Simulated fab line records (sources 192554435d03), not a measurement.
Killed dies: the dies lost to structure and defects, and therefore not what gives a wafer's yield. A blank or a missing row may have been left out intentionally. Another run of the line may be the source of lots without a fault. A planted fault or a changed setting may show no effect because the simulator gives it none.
fab line records	flow n5-finfet
record lots=11	wafers=32	last-day=17
route steps=1938 shown BEOL_M10@1523 BEOL_M11@1536 PASSIVATION@1936
lots that met no fault: taken from a fault-free run of the same line
start-h: start of the lot's first displayed wafer, in hours after the record's first day	wait-h: hours from the lot's prior step to this one	" the same as in the row above	L1.1+2: one row covering several wafers at once	- value missing, or start not given	* or withheld: withheld	< > ~ a bound
route shown NAME@n: a module of which the file shows steps, and the number in the route of the first	usual: mean/standard deviation taken from wafers without a fault	same: alike in all rows	chamber/n: place in a boat	sites: readings site by site	_std_site: how widely they spread, as a standard deviation	_edge_site: inner sites' mean taken away from outer sites' mean	radius-mm: how far each site lies from the wafer's centre	mask NAME#n: copy n	behind: the last tool/chamber to shape the wafer	hold: reason for holding the lot/hours on hold/outcome of the hold	device: whichever transistor did not switch (one of n, p or np)	end of line: tests of these same wafers at the route's end	for a step that has no rows: nothing shown but its recipe	killed: the dies lost at the first sort to structure and to defects; this is not the yield of the wafer	map: a wafer's dies, x killed, . not, _ none there
set.NAME: the setting that was run; set.NAME@STEP: the one run at that earlier step	model.NAME: the simulator's own value behind a step, which no gauge read
the route's steps for a sample of lots (tables are steps, rows are wafers)
services: from which hour (start-h, from the record's first day; less than 0 if before it) a tool's chamber was out of use, for how many hours, and why
## steps
# step N5_BEOL_M10_PRE_CLEAN_45
# recipe gas=H2/He	time-s=30	temp-c=250
# usual heater-power-w=336/34
lot.wafer	tool	chamber	start-h	wait-h	heater-power-w
L606.2	pvd-sputter-02	-	216.17	0.0	316
L606.5	"	-	"	"	320
L606.6	"	-	"	"	362
L610.1	pvd-sputter-02	-	241.33	0.0	288
L610.3	"	-	"	"	307
L610.5	"	-	"	"	347
L611.3	pvd-sputter-03	-	255.19	0.0	313
L611.4	"	-	"	"	352
L611.6	"	-	"	"	286
L612.1	pvd-sputter-01	-	260.42	0.0	400
L612.2	"	-	"	"	326
L612.6	"	-	"	"	395
L613.3	pvd-sputter-01	-	264.23	0.0	328
L613.5	"	-	"	"	326
L613.6	"	-	"	"	398
L617.2	pvd-sputter-02	-	288.00	0.0	385
L617.4	"	-	"	"	305
L617.5	"	-	"	"	292
L616.1	pvd-sputter-02	-	288.08	0.0	291
L616.2	"	-	"	"	378
L616.5	"	-	"	"	359
L619.1	pvd-sputter-02	-	315.57	0.0	289
L619.3	"	-	"	"	344
L621.1	pvd-sputter-02	-	316.77	0.0	294
L621.2	"	-	"	"	379
L621.6	"	-	"	"	380
L623.2	pvd-sputter-02	-	322.95	0.0	350
L623.4	"	-	"	"	350
L623.5	"	-	"	"	374
L628.1	pvd-sputter-03	-	343.94	0.0	289
L628.4	"	-	"	"	317
L628.5	"	-	"	"	295
# step N5_BEOL_M10_THK_MEAS_53
# recipe thk-meas-gauge=xrf	reads=Cu_of_BEOL_M10_ECD_50
# usual M10_THK=139.3/2.9
lot.wafer	tool	chamber	start-h	wait-h	M10_THK[nm]
L606.2	film-metro-01	-	218.02	-	137.1
L606.5	"	-	"	"	137.2
L606.6	"	-	"	"	136.8
L610.1	film-metro-02	-	243.41	-	136.3
L610.3	"	-	"	"	140.2
L610.5	"	-	"	"	137.1
L611.3	film-metro-02	-	256.63	-	141.7
L611.4	"	-	"	"	142.2
L611.6	"	-	"	"	143.4
L612.1	film-metro-01	-	261.93	-	136.8
L612.2	"	-	"	"	141.0
L612.6	"	-	"	"	142.3
L613.3	film-metro-01	-	267.27	-	141.8
L613.5	"	-	"	"	134.8
L613.6	"	-	"	"	141.9
L617.2	film-metro-01	-	289.33	-	138.5
L617.4	"	-	"	"	142.6
L617.5	"	-	"	"	141.4
L616.1	film-metro-01	-	289.60	-	136.6
L616.2	"	-	"	"	137.5
L616.5	"	-	"	"	136.8
L619.1	film-metro-02	-	317.44	-	137.9
L619.3	"	-	"	"	144.3
L621.1	film-metro-02	-	318.93	-	142.8
L621.2	"	-	"	"	139.0
L621.6	"	-	"	"	141.5
L623.2	film-metro-02	-	324.66	-	140.1
L623.4	"	-	"	"	145.6
L623.5	"	-	"	"	143.1
L628.1	film-metro-02	-	346.47	-	139.8
L628.4	"	-	"	"	138.1
L628.5	"	-	"	"	138.5
# step N5_BEOL_M10_RS_MEAS_57
# recipe thk-meas-gauge=four-point-probe	reads=Cu_of_BEOL_M10_ECD_50+Co_of_BEOL_M10_CVD_75+TaN_of_BEOL_M10_ALD_74
# usual M10_RS=0.150/0.0032
lot.wafer	tool	chamber	start-h	wait-h	M10_RS[ohm/sq]
L606.2	film-metro-01	-	218.15	0.1	0.153
L606.5	"	-	"	"	0.152
L606.6	"	-	"	"	0.153
L610.1	film-metro-02	-	243.54	0.1	0.154
L610.3	"	-	"	"	0.149
L610.5	"	-	"	"	0.152
L611.3	film-metro-01	-	256.80	0.1	0.148
L611.4	"	-	"	"	0.149
L611.6	"	-	"	"	0.147
L612.1	film-metro-01	-	262.06	0.1	0.153
L612.2	"	-	"	"	0.149
L612.6	"	-	"	"	0.146
L613.3	film-metro-02	-	267.40	0.1	0.148
L613.5	"	-	"	"	0.155
L613.6	"	-	"	"	0.147
L617.2	film-metro-01	-	289.47	0.1	0.152
L617.4	"	-	"	"	0.147
L617.5	"	-	"	"	0.148
L616.1	film-metro-02	-	289.74	0.1	0.152
L616.2	"	-	"	"	0.151
L616.5	"	-	"	"	0.151
L619.1	film-metro-02	-	317.57	0.1	0.152
L619.3	"	-	"	"	0.144
L621.1	film-metro-01	-	319.06	0.1	0.147
L621.2	"	-	"	"	0.150
L621.6	"	-	"	"	0.148
L623.2	film-metro-01	-	324.79	0.1	0.149
L623.4	"	-	"	"	0.144
L623.5	"	-	"	"	0.146
L628.1	film-metro-02	-	346.61	0.1	0.150
L628.4	"	-	"	"	0.153
L628.5	"	-	"	"	0.152
# step N5_BEOL_M11_ILD_DEP_00
# recipe material=SiCOH_lowk	target-thk-a=3085.1	temp-c=300	precursor=DEMS/porogen	pressure-torr=5	rf-w=500	time-s=58
# usual chamber-pressure-Torr=5.000/0.011	heater-power-w=329/41	run-length-s=101.0/0.53	showerhead-plenum-p-Torr=5.729/0.016	throttle-valve-pct=13.8/0.75
lot.wafer	tool	chamber	start-h	wait-h	chamber-pressure-Torr	heater-power-w	run-length-s	showerhead-plenum-p-Torr	throttle-valve-pct
L606.2	pecvd-04	2	218.22	0.0	4.992	373	101.5	5.733	13.5
L606.5	"	2	"	"	5.017	373	101.7	5.722	13.6
L606.6	"	0	"	"	4.983	282	100.9	5.722	14.4
L610.1	pecvd-04	2	243.60	0.0	4.995	320	102.2	5.725	13.2
L610.3	"	0	"	"	4.982	317	101.1	5.707	14.4
L610.5	"	2	"	"	5.016	334	101.5	5.736	13.6
L611.3	pecvd-04	2	256.86	0.0	4.999	388	101.6	5.723	13.2
L611.4	"	1	"	"	5.010	340	100.7	5.718	15.1
L611.6	"	0	"	"	5.003	355	101.3	5.709	14.4
L612.1	pecvd-03	2	262.13	0.0	4.980	424	100.7	5.764	12.3
L612.2	"	0	"	"	5.002	323	100.3	5.720	13.8
L612.6	"	0	"	"	4.999	329	101.2	5.718	13.8
L613.3	pecvd-03	0	267.46	0.0	5.002	293	100.1	5.716	13.7
L613.5	"	2	"	"	5.009	385	100.5	5.753	12.5
L613.6	"	0	"	"	5.006	296	100.1	5.722	13.9
L617.2	pecvd-04	2	289.53	0.0	4.990	309	102.3	5.726	13.6
L617.4	"	1	"	"	4.982	365	100.4	5.731	15.0
L617.5	"	0	"	"	4.998	353	100.9	5.713	14.5
L616.1	pecvd-03	0	289.80	0.0	4.998	332	100.6	5.737	13.6
L616.2	"	2	"	"	5.004	430	100.8	5.738	12.2
L616.5	"	2	"	"	4.985	432	101.2	5.760	12.5
L619.1	pecvd-03	2	317.63	0.0	5.006	435	100.4	5.739	12.5
L619.3	"	1	"	"	5.001	255	109.5	5.753	13.7
L621.1	pecvd-03	1	319.13	0.0	4.998	299	101.0	5.748	13.8
L621.2	"	0	"	"	4.989	320	109.3	5.737	13.8
L621.6	"	0	"	"	5.001	331	100.7	5.716	13.7
L623.2	pecvd-04	1	324.86	0.0	4.994	312	100.4	5.721	14.7
L623.4	"	2	"	"	4.993	350	102.3	5.727	13.5
L623.5	"	1	"	"	4.972	322	101.0	5.717	14.9
L628.1	pecvd-04	2	346.67	0.0	5.023	332	101.9	5.715	13.9
L628.4	"	2	"	"	4.998	339	102.4	5.721	13.5
L628.5	"	0	"	"	5.012	353	102.0	5.718	14.6
# step N5_BEOL_M11_THK_MEAS_01
# recipe reads=SiCOH_lowk_of_BEOL_M11_ILD_DEP_00
# usual M11_ILD_THK=268/3.5
lot.wafer	tool	chamber	start-h	wait-h	M11_ILD_THK[nm]
L606.2	film-metro-01	-	218.81	0.4	267
L606.5	"	-	"	"	273
L606.6	"	-	"	"	272
L610.1	film-metro-01	-	244.20	0.4	267
L610.3	"	-	"	"	262
L610.5	"	-	"	"	274
L611.3	film-metro-02	-	257.93	0.5	269
L611.4	"	-	"	"	268
L611.6	"	-	"	"	266
L612.1	film-metro-01	-	262.72	0.4	268
L612.2	"	-	"	"	265
L612.6	"	-	"	"	270
L613.3	film-metro-02	-	269.49	1.0	270
L613.5	"	-	"	"	272
L613.6	"	-	"	"	275
L617.2	film-metro-01	-	290.12	0.4	271
L617.4	"	-	"	"	274
L617.5	"	-	"	"	269
L616.1	film-metro-02	-	290.96	0.8	263
L616.2	"	-	"	"	265
L616.5	"	-	"	"	268
L619.1	film-metro-02	-	318.23	0.4	266
L619.3	"	-	"	"	308
L621.1	film-metro-02	-	319.86	0.4	269
L621.2	"	-	"	"	306
L621.6	"	-	"	"	274
L623.2	film-metro-01	-	325.45	0.4	268
L623.4	"	-	"	"	271
L623.5	"	-	"	"	274
L628.1	film-metro-01	-	347.26	0.4	273
L628.4	"	-	"	"	276
L628.5	"	-	"	"	269
# step N5_PASSIVATION_PROBE_49
# usual defect-limited-yield=91.0/1.4	killed_at_M0_to_M3=35/10	killed_at_M4_up=13/6	killed-at-contacts=13/6.4	killed-at-front-end=42/12	killed-at-other=3.2/2.4	killed-dies=107/17	killed-open=69/13	killed-short=33/7.3	sort_bin_4_leakage=0.00/0.022	sort_bin_5_function=5.3/0.92	sort_bin_6_memory=3.3/0.66	sort-n-pass=1073/17	sort-yield-pct=90.9/1.4
# same gross-dies=1180	killed-at-back-side=0	sort_bin_8_speed[%]=0
lot.wafer	tool	chamber	start-h	wait-h	defect-limited-yield[%]	killed_at_M0_to_M3	killed_at_M4_up	killed-at-contacts	killed-at-front-end	killed-at-other	killed-dies	killed-open	killed-short	sort_bin_4_leakage[%]	sort_bin_5_function[%]	sort_bin_6_memory[%]	sort-n-pass	sort-yield-pct[%]
L612.1	prober-01	-	312.41	0.0	89.7	36	17	8	56	5	122	65	47	0	5.3	4.1	1058	89.7
L612.2	prober-01	-	312.46	0.1	89.8	39	24	8	48	1	120	71	42	0	5.8	3.7	1060	89.8
L612.6	prober-01	-	312.66	0.3	89.7	34	14	17	50	6	121	66	45	0	5.9	3.6	1059	89.7
L617.2	prober-01	-	334.07	0.1	93.8	19	9	12	33	0	73	50	15	0	3.6	2.6	1107	93.8
L617.4	prober-01	-	334.17	0.2	93.1	28	8	12	32	2	82	55	22	0	4.1	2.6	1098	93.1
L617.5	prober-01	-	334.22	0.2	91.5	36	16	6	41	1	100	62	29	0	5.2	3.1	1080	91.5
L621.1	prober-01	-	366.99	0.0	90.5	26	17	7	58	4	112	75	34	0	6.6	2.5	1068	90.5
L621.2	prober-01	-	367.04	0.1	90.2	21	24	13	57	1	116	78	35	0	5.8	3.9	1064	90.2
L621.6	prober-01	-	367.24	0.3	89.1	36	14	12	64	3	129	87	31	0	5.8	4.4	1051	89.1
L623.2	prober-01	-	369.31	0.4	91.6	46	13	7	32	1	99	63	33	0	5.6	2.5	1081	91.6
L623.4	prober-01	-	369.41	0.5	89.9	44	19	6	49	1	119	71	39	0	5.9	3.4	1061	89.9
L623.5	prober-01	-	369.46	0.5	92.5	27	11	7	42	1	88	43	39	0	4.7	2.4	1092	92.5
# killed by level:class
L612.1 FIN_SAQP:geometric-particle:open=17 FIN_SAQP:geometric-particle:short=15 BEOL_M3:geometric-particle:open=13 BEOL_M0_SAQP:geometric-particle:short=9 MOL_CONTACT_COAG:geometric-particle:open=7 STARTING-WAFER:geometric-particle:short=6 BEOL_M3:geometric-particle:short=5 BEOL_M4:geometric-particle:open=5
L612.2 FIN_SAQP:geometric-particle:open=10 BEOL_M0_SAQP:geometric-particle:short=10 BEOL_M3:geometric-particle:open=9 FIN_SAQP:geometric-particle:short=8 BEOL_M4:geometric-particle:open=8 BEOL_M0_SAQP:geometric-particle:open=6 BEOL_M3:geometric-particle:short=6 STI_FIN_REVEAL:geometric-particle:open=5
L612.6 FIN_SAQP:geometric-particle:open=13 BEOL_M3:geometric-particle:open=11 FIN_SAQP:geometric-particle:short=10 MOL_CONTACT_COAG:geometric-particle:open=10 STARTING-WAFER:geometric-particle:short=5 GATE_CUT:geometric-particle:short=5 MOL_CONTACT_COAG:geometric-particle:short=5 BEOL_M0_SAQP:geometric-particle:short=4
L617.2 FIN_SAQP:geometric-particle:open=11 MOL_CONTACT_COAG:geometric-particle:open=9 FIN_SAQP:geometric-particle:short=5 STARTING-WAFER:geometric-particle:open=5 BEOL_M0_SAQP:geometric-particle:open=4 BEOL_M0_SAQP:geometric-particle:short=4 BEOL_M1:geometric-particle:open=3 BEOL_M6:geometric-particle:open=3
L617.4 MOL_CONTACT_COAG:geometric-particle:open=9 FIN_SAQP:geometric-particle:open=8 DUMMY_GATE:geometric-particle:open=7 BEOL_M0_SAQP:geometric-particle:short=7 BEOL_M1:geometric-particle:open=5 BEOL_M0_SAQP:geometric-particle:open=4 BEOL_M2:geometric-particle:open=4 BEOL_M4:geometric-particle:open=4
L617.5 FIN_SAQP:geometric-particle:open=17 BEOL_M1:geometric-particle:open=11 FIN_SAQP:geometric-particle:short=9 BEOL_M0_SAQP:geometric-particle:open=8 BEOL_M4:geometric-particle:open=7 GATE_CUT:geometric-particle:short=5 BEOL_M0_SAQP:geometric-particle:short=4 MOL_CONTACT_COAG:geometric-particle:short=3
L621.1 FIN_SAQP:geometric-particle:open=21 FIN_SAQP:geometric-particle:short=10 STI_FIN_REVEAL:geometric-particle:open=8 GATE_CUT:geometric-particle:short=7 BEOL_M4:geometric-particle:open=7 BEOL_M0_SAQP:geometric-particle:open=6 BEOL_M0_SAQP:geometric-particle:short=6 MOL_CONTACT_COAG:geometric-particle:open=5
L621.2 BEOL_M4:geometric-particle:open=17 FIN_SAQP:geometric-particle:short=14 FIN_SAQP:geometric-particle:open=11 MOL_CONTACT_COAG:geometric-particle:open=10 STI_FIN_REVEAL:geometric-particle:open=10 GATE_CUT:geometric-particle:short=7 BEOL_M0_SAQP:geometric-particle:open=6 BEOL_M0_SAQP:geometric-particle:short=5
L621.6 FIN_SAQP:geometric-particle:open=29 MOL_CONTACT_COAG:geometric-particle:open=11 BEOL_M0_SAQP:geometric-particle:short=10 BEOL_M4:geometric-particle:open=9 STI_FIN_REVEAL:geometric-particle:open=8 FIN_SAQP:geometric-particle:short=7 BEOL_M0_SAQP:geometric-particle:open=6 BEOL_M3:geometric-particle:open=6
L623.2 BEOL_M2:geometric-particle:open=12 BEOL_M3:geometric-particle:open=11 FIN_SAQP:geometric-particle:open=8 GATE_CUT:geometric-particle:short=6 BEOL_M0_SAQP:geometric-particle:short=6 GATE_CUT:geometric-particle:open=5 BEOL_M0_SAQP:geometric-particle:open=5 BEOL_M1:geometric-particle:open=5
L623.4 BEOL_M0_SAQP:geometric-particle:open=14 STI_FIN_REVEAL:geometric-particle:open=9 BEOL_M0_SAQP:geometric-particle:short=8 FIN_SAQP:geometric-particle:open=7 BEOL_M3:geometric-particle:open=7 FIN_SAQP:geometric-particle:short=5 ILD0:geometric-particle:open=5 BEOL_M2:geometric-particle:short=5
L623.5 BEOL_M0_SAQP:geometric-particle:open=10 ILD0:geometric-particle:short=8 BEOL_M0_SAQP:geometric-particle:short=7 FIN_SAQP:geometric-particle:short=6 FIN_SAQP:geometric-particle:open=5 GATE_CUT:geometric-particle:open=5 GATE_CUT:geometric-particle:short=5 MOL_CONTACT_COAG:geometric-particle:open=5
## services
tool	chamber	start-h	hours	kind
pecvd-03	-	237.63	2.8	pm
pecvd-03	-	242.42	0.2	repair
pecvd-04	-	245.96	0.8	repair
pecvd-03	0	276.47	5.5	scheduled-down
pecvd-04	2	299.57	2.1	scheduled-down
## key
first-sign step=N5_BEOL_M11_ILD_DEP_00	reading=run-length-s	direction=up	sigmas=16	usual=*	struck=*
effect step=N5_BEOL_M11_THK_MEAS_01	reading=M11_ILD_THK	direction=up	sigmas=11	usual=268	struck=307
met-at N5_BEOL_M11_ILD_DEP_00
struck-lots L619,L621
struck-wafers L619.3,L621.2
not-acting-at N5_BEOL_M10_PRE_CLEAN_45,N5_BEOL_M10_THK_MEAS_53,N5_BEOL_M10_RS_MEAS_57
onset-between 289.80 317.63
fault kind=process-parameter-drift	tool=pecvd-03	chamber=-	onset-h=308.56	steps=N5_BEOL_M11_ILD_DEP_00	channel=time-s	offset=*	shape=step	end-h=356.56	scope=struck-wafers-only	acts-in=*	stated=*
